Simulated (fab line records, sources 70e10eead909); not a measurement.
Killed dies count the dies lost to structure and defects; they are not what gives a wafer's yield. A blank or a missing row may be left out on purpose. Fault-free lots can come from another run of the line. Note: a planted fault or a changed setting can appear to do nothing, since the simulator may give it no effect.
Which tool was responsible? | flow nand_harc | 36 wafers from 12 lots sampled at 5 of the route's 1302 steps

== WHAT THE GAUGES READ, wafer by wafer ==
NHARC_P_GATE_CD_MEAS_26 targets a cd of 120 nm. Usual: cd_nm at 120.0 nm, with a standard deviation of 0.73.
lot  | measured     | on        | cd_nm (nm)        | flag
L420 | day 5 00:31  | cd_sem-01 | 119.4 119.7 119.3 |
L421 | day 5 11:00  | cd_sem-02 | 120.5 119.7 119.4 |
L423 | day 6 01:16  | cd_sem-03 | 121.2 120.8 120.8 |
L424 | day 6 19:49  | cd_sem-03 | 119.9 120.0 119.7 |
L425 | day 7 01:13  | cd_sem-03 | 120.3 120.1 120.5 |
L428 | day 8 05:26  | cd_sem-03 | 119.1 118.9 118.9 |
L429 | day 8 15:29  | cd_sem-03 | 119.2 119.4 118.5 |
L438 | day 12 08:46 | cd_sem-01 | 120.9 120.7 120.9 |
L439 | day 12 21:55 | cd_sem-03 | 121.5 120.6 120.8 |
L440 | day 13 14:11 | cd_sem-01 | 119.2 119.3 120.3 |
L442 | day 14 03:22 | cd_sem-03 | 120.5 121.3 120.7 |
L443 | day 14 20:40 | cd_sem-01 | 119.8 119.5 118.7 |

NHARC_END_SORT_01. Usual: killed_at_array 53, standard deviation 18; killed_at_other 1.0, standard deviation 1.2; killed_at_periphery 3.6, standard deviation 2.4; killed_dies 58, standard deviation 18; killed_open 3.4, standard deviation 1.8; killed_short 2.3, standard deviation 1.5.
lot  | measured     | on        | killed_at_array | killed_at_other | killed_at_periphery | killed_dies | killed_open | killed_short | flag
L420 | day 24 20:22 | prober-02 | 23 26 20        | 0 1 0           | 3 5 6               | 26 32 26    | 2 8 1       | 2 1 2        |
L425 | day 26 19:24 | prober-02 | 34 43 38        | 3 3 2           | 1 2 5               | 38 48 45    | 2 3 4       | 1 5 4        |
L428 | day 27 20:40 | prober-02 | 50 53 48        | 0 1 1           | 627 623 628         | 677 677 677 | 5 3 6       | 5 1 6        | OFF
L429 | day 28 04:25 | prober-02 | 48 39 40        | 1 0 0           | 628 638 637         | 677 677 677 | 4 4 3       | 3 1 0        | OFF

== EACH LOT AND THE TOOL THAT RAN IT (in order: tool; ch and the chambers of the sampled wafers; start) ==
lot  | NHARC_P_GATE_ETCH_114                         | NHARC_P_GATE_ETCH_32             | NHARC_P_GATE_ALD_36
L420 | rie_diel-01 ch 1,2,3, day 5 01:10 or earlier  | rie_si-06 ch 0,1,2, day 5 01:10  | ald_sin-03 ch 0,1,3, day 5 01:57
L421 | rie_diel-10 ch 0,1,3, day 5 11:40 or earlier  | rie_si-06 ch 0,1,3, day 5 11:40  | ald_sin-04 ch 0,1,2, day 5 14:33
L423 | rie_diel-03 ch 0,3, day 6 01:54 or earlier    | rie_si-04 ch 0,1, day 6 01:54    | ald_sin-03 ch 0,3, day 6 03:46
L424 | rie_diel-10 ch 0,1, day 6 20:27 or earlier    | rie_si-02 ch 2,3, day 6 20:27    | ald_sin-04 ch 0,1,3, day 6 23:19
L425 | rie_diel-10 ch 0,2,3, day 7 02:01 or earlier  | rie_si-04 ch 0,1,3, day 7 02:01  | ald_sin-01 ch 0,1,2, day 7 02:47
L428 | rie_diel-10 ch 0,1,3, day 8 06:05 or earlier  | rie_si-04 ch 0,1,2, day 8 06:05  | ald_sin-01 ch 1,2,3, day 8 06:52
L429 | rie_diel-01 ch 0,3, day 8 16:09 or earlier    | rie_si-02 ch 0,2, day 8 16:09    | ald_sin-03 ch 0,2,3, day 8 16:56
L438 | rie_diel-01 ch 0,3, day 12 09:27 or earlier   | rie_si-02 ch 1,2,3, day 12 09:27 | ald_sin-03 ch 0,1,3, day 12 10:13
L439 | rie_diel-10 ch 2,3, day 12 22:38 or earlier   | rie_si-06 ch 0,1,3, day 12 22:38 | ald_sin-04 ch 2,3, day 12 23:25
L440 | rie_diel-01 ch 1,2, day 13 14:55 or earlier   | rie_si-02 ch 1,2,3, day 13 14:55 | ald_sin-03 ch 1,2,3, day 13 15:43
L442 | rie_diel-03 ch 1,2,3, day 14 04:02 or earlier | rie_si-04 ch 0,1,2, day 14 04:02 | ald_sin-04 ch 2,3, day 14 04:48
L443 | rie_diel-10 ch 0,1,3, day 14 21:20 or earlier | rie_si-04 ch 1,2, day 14 21:20   | ald_sin-01 ch 1,3, day 14 23:09
- NHARC_P_GATE_ETCH_114: etches the open film in CF4/O2, target depth 30 nm, overetch 3 nm, time 16.5 s.
- NHARC_P_GATE_ETCH_32: etches the open film in HBr/Cl2, target depth 150 nm, time 100.1 s.
- NHARC_P_GATE_ALD_36: deposits SiNx, target thk 20 nm, pulse time 60 s, ald cycles 223.

== WHAT THE TOOLS THEMSELVES READ (means of the sampled wafers that have a number; where no wafer has one, the mark that the record gives instead) ==
NHARC_P_GATE_ETCH_114. Usual: bias_w is 100.0 W with standard deviation 0.32, cf4_flow_sccm is 80.01 sccm with standard deviation 0.24, drypump_motor_current_A is 5.5 A with standard deviation 0.41, oes_product_au is 0.999 a.u. with standard deviation 0.011, rf_vpp_V is 197.9 V with standard deviation 1.3, showerhead_plenum_p_Torr is 1.34 Torr with standard deviation 0.049, and throttle_valve_pct is 13.397 % with standard deviation 0.0094.
lot  | tool        | bias_w (W) | cf4_flow_sccm (sccm) | drypump_motor_current_A (A) | oes_product_au (a.u.) | rf_vpp_V (V) | showerhead_plenum_p_Torr (Torr) | throttle_valve_pct (%) | flag
L420 | rie_diel-01 | 99.8       | 80.03                | 5.5                         | 1.005                 | 198.1        | 1.33                            | 13.400                 |
L421 | rie_diel-10 | 100.3      | 79.88                | 5.7                         | 0.989                 | 197.7        | 1.36                            | 13.407                 |
L423 | rie_diel-03 | 99.9       | 79.85                | 5.9                         | 0.997                 | 197.0        | 1.30                            | 13.403                 |
L424 | rie_diel-10 | 100.3      | 79.96                | 5.9                         | 0.993                 | 198.8        | 1.40                            | 13.390                 |
L425 | rie_diel-10 | 100.0      | 80.17                | 5.8                         | 0.998                 | 198.3        | 1.37                            | 13.392                 |
L428 | rie_diel-10 | 100.1      | 79.82                | 5.7                         | 0.992                 | 199.1        | 1.36                            | 13.395                 |
L429 | rie_diel-01 | 99.8       | 80.13                | 5.0                         | 1.001                 | 197.4        | 1.30                            | 13.394                 |
L438 | rie_diel-01 | 100.0      | 80.00                | 5.0                         | 1.004                 | 197.0        | 1.30                            | 13.400                 |
L439 | rie_diel-10 | 100.2      | 80.11                | 5.7                         | 1.006                 | 198.2        | 1.32                            | 13.392                 |
L440 | rie_diel-01 | 100.0      | 80.04                | 5.8                         | 0.995                 | 197.9        | 1.33                            | 13.398                 |
L442 | rie_diel-03 | 99.6       | 80.19                | 5.7                         | 1.002                 | 197.4        | 1.33                            | 13.399                 |
L443 | rie_diel-10 | 99.8       | 80.09                | 5.7                         | 1.001                 | 198.4        | 1.36                            | 13.405                 |

NHARC_P_GATE_ETCH_32. Usual: bias_w 99.97 W, standard deviation 0.3; chamber_pressure_mTorr 15.001 mTorr, standard deviation 0.012; drypump_motor_current_A 5.8 A, standard deviation 0.41; oes_product_au 1.005 a.u., standard deviation 0.0092; throttle_valve_pct 26.407 %, standard deviation 0.0092.
lot  | tool      | bias_w (W) | chamber_pressure_mTorr (mTorr) | drypump_motor_current_A (A) | oes_product_au (a.u.) | throttle_valve_pct (%) | flag
L420 | rie_si-06 | 100.10     | 15.005                         | 6.0                         | 1.001                 | 26.404                 |
L421 | rie_si-06 | 100.07     | 15.006                         | 6.1                         | 1.006                 | 26.405                 |
L423 | rie_si-04 | 99.82      | 15.004                         | 5.8                         | 1.008                 | 26.407                 |
L424 | rie_si-02 | 100.64     | 15.008                         | 5.2                         | 0.997                 | 26.402                 |
L425 | rie_si-04 | 99.97      | 15.001                         | 6.0                         | 1.007                 | 26.409                 |
L428 | rie_si-04 | -          | -                              | -                           | -                     | -                      | OFF
L429 | rie_si-02 | -          | -                              | -                           | -                     | -                      | OFF
L438 | rie_si-02 | 100.37     | 14.994                         | 5.5                         | 0.999                 | 26.411                 |
L439 | rie_si-06 | 100.07     | 14.993                         | 6.1                         | 0.999                 | 26.413                 |
L440 | rie_si-02 | 99.91      | 14.992                         | 5.5                         | 0.997                 | 26.410                 |
L442 | rie_si-04 | 100.11     | 15.001                         | 5.7                         | 1.004                 | 26.403                 |
L443 | rie_si-04 | 99.74      | 14.999                         | 5.5                         | 1.008                 | 26.403                 |

NHARC_P_GATE_ALD_36. Usual: heater_power_w 827 W, standard deviation 76; precursor_pulse_height_rel 1.003, standard deviation 0.021.
lot  | tool       | heater_power_w (W) | precursor_pulse_height_rel | flag
L420 | ald_sin-03 | 828                | 1.005                      |
L421 | ald_sin-04 | 797                | 0.985                      |
L423 | ald_sin-03 | 798                | 1.012                      |
L424 | ald_sin-04 | 826                | 1.003                      |
L425 | ald_sin-01 | 881                | 0.999                      |
L428 | ald_sin-01 | 924                | 1.012                      |
L429 | ald_sin-03 | 727                | 0.995                      |
L438 | ald_sin-03 | 842                | 0.992                      |
L439 | ald_sin-04 | 784                | 1.012                      |
L440 | ald_sin-03 | 811                | 0.987                      |
L442 | ald_sin-04 | 792                | 1.023                      |
L443 | ald_sin-01 | 895                | 0.992                      |

== THE ANSWER, worked out from the rows above alone ==
Rule: a lot is off if the mean of its wafers that have a number lies more than 3 standard deviations from the usual mean. A lot without any number at a reading at which 4 lots or more have one is off too. Any other lot the step has rows for is counted as sound. Order of review: gauges by route order, followed by the tools' own readings, for which a lot's mean as printed above is used. The first step at which some lot is off is used, and at that step the reading that is off furthest; a lot without a number counts as furthest.
Off, at NHARC_END_SORT_01 on killed_at_periphery: L428, L429. Neither off nor sound, because the step has no rows for them: L421, L423, L424, L438, L439, L440, L442, L443.
A tool fits if, at a process step before that reading, it ran every lot that is off, and no sound lot after the first of them. Not tried: the gauges at NHARC_END_SORT_01; whatever is off there is also off at NHARC_P_GATE_ETCH_32, on other tools, and gauge error can't account for it. NHARC_P_GATE_ETCH_114: start missing for some lots; hours and lot order therefore follow NHARC_P_GATE_ETCH_32. Of those tried, none fits.

== WHAT HAD BEEN PUT IN BY THE SIMULATOR ==
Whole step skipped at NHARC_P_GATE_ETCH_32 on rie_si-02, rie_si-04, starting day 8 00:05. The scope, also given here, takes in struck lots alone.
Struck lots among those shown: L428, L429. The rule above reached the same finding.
